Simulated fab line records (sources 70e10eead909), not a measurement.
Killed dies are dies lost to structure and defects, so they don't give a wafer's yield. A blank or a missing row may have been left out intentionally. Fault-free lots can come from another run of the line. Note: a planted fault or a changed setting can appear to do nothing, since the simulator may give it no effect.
Chamber matching || flow nand_harc || pecvd-01 running NHARC_THIN_TSV_DEP_47: 3 sister chambers
The step deposits SiO2, target thk 200 nm. 14 wafers are shown with their chamber, then 7 later ones without.

## WAFERS PAIRED WITH THEIR CHAMBERS
{"wafer": "L256.2", "chamber": 0, "throttle_valve_pct (%)": 15.2, "flow_sccm (sccm)": 2649}
{"wafer": "L256.4", "chamber": 1, "throttle_valve_pct (%)": 15.9, "flow_sccm (sccm)": 2658}
{"wafer": "L256.5", "chamber": 0, "throttle_valve_pct (%)": 15.2, "flow_sccm (sccm)": 2649}
{"wafer": "L253.1", "chamber": 2, "throttle_valve_pct (%)": 16.1, "flow_sccm (sccm)": 2639}
{"wafer": "L253.2", "chamber": 1, "throttle_valve_pct (%)": 15.7, "flow_sccm (sccm)": 2632}
{"wafer": "L253.4", "chamber": 1, "throttle_valve_pct (%)": 15.7, "flow_sccm (sccm)": 2647}
{"wafer": "L257.3", "chamber": 2, "throttle_valve_pct (%)": 16.1, "flow_sccm (sccm)": 2659}
{"wafer": "L257.5", "chamber": 2, "throttle_valve_pct (%)": 16.0, "flow_sccm (sccm)": 2649}
{"wafer": "L257.6", "chamber": 0, "throttle_valve_pct (%)": 15.3, "flow_sccm (sccm)": 2655}
{"wafer": "L259.2", "chamber": 2, "throttle_valve_pct (%)": 16.2, "flow_sccm (sccm)": 2665}
{"wafer": "L259.3", "chamber": 1, "throttle_valve_pct (%)": 15.9, "flow_sccm (sccm)": 2643}
{"wafer": "L259.5", "chamber": 1, "throttle_valve_pct (%)": 15.5, "flow_sccm (sccm)": 2649}
{"wafer": "L270.3", "chamber": 1, "throttle_valve_pct (%)": 15.8, "flow_sccm (sccm)": 2646}
{"wafer": "L270.4", "chamber": 1, "throttle_valve_pct (%)": 16.1, "flow_sccm (sccm)": 2662}

SIGNATURES, as means of the wafers listed above
{"reading": "throttle_valve_pct", "chamber 0": 15.233, "chamber 1": 15.800, "chamber 2": 16.100, "scatter within a chamber": 0.15}
{"reading": "flow_sccm", "chamber 0": 2651.00, "chamber 1": 2648.14, "chamber 2": 2653.00, "scatter within a chamber": 9.53}
Rule: for a wafer and a chamber, the distance is found by dividing, reading by reading, the gap between the wafer's reading and the chamber's mean by the reading's scatter, squaring, summing and taking the root. The wafer belongs to the nearest chamber; if the next one is less than 2 further off, it can't be placed. The scatter is the square root of a quotient: the sum, over the shown wafers, of each reading's squared deviation from its chamber's mean, divided by wafers minus chambers.

## WAFERS MISSING THEIR CHAMBER
{"wafer": "L270.5", "throttle_valve_pct (%)": 15.5, "flow_sccm (sccm)": 2641}
{"wafer": "L271.2", "throttle_valve_pct (%)": 16.3, "flow_sccm (sccm)": 2648}
{"wafer": "L271.3", "throttle_valve_pct (%)": 15.3, "flow_sccm (sccm)": 2655}
{"wafer": "L271.5", "throttle_valve_pct (%)": 15.3, "flow_sccm (sccm)": 2652}
{"wafer": "L272.1", "throttle_valve_pct (%)": 15.7, "flow_sccm (sccm)": 2648}
{"wafer": "L272.4", "throttle_valve_pct (%)": 15.7, "flow_sccm (sccm)": 2634}
{"wafer": "L272.6", "throttle_valve_pct (%)": 16.3, "flow_sccm (sccm)": 2639}

## WHICH CHAMBER EACH WENT THROUGH
{"wafer": "L270.5", "from the rows above": "can't be placed: 0 or 1", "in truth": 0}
{"wafer": "L271.2", "from the rows above": "can't be placed: 2 or 1", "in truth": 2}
{"wafer": "L271.3", "from the rows above": 0, "in truth": 0}
{"wafer": "L271.5", "from the rows above": 0, "in truth": 0}
{"wafer": "L272.1", "from the rows above": 1, "in truth": 1}
{"wafer": "L272.4", "from the rows above": "can't be placed: 1 or 2 or 0", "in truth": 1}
{"wafer": "L272.6", "from the rows above": "can't be placed: 2 or 1", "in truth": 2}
Correct placement for 3 of the 7. Cannot be placed on the basis of these rows: 4; the candidates contain the true chamber in 4. Number placed wrongly: 0.
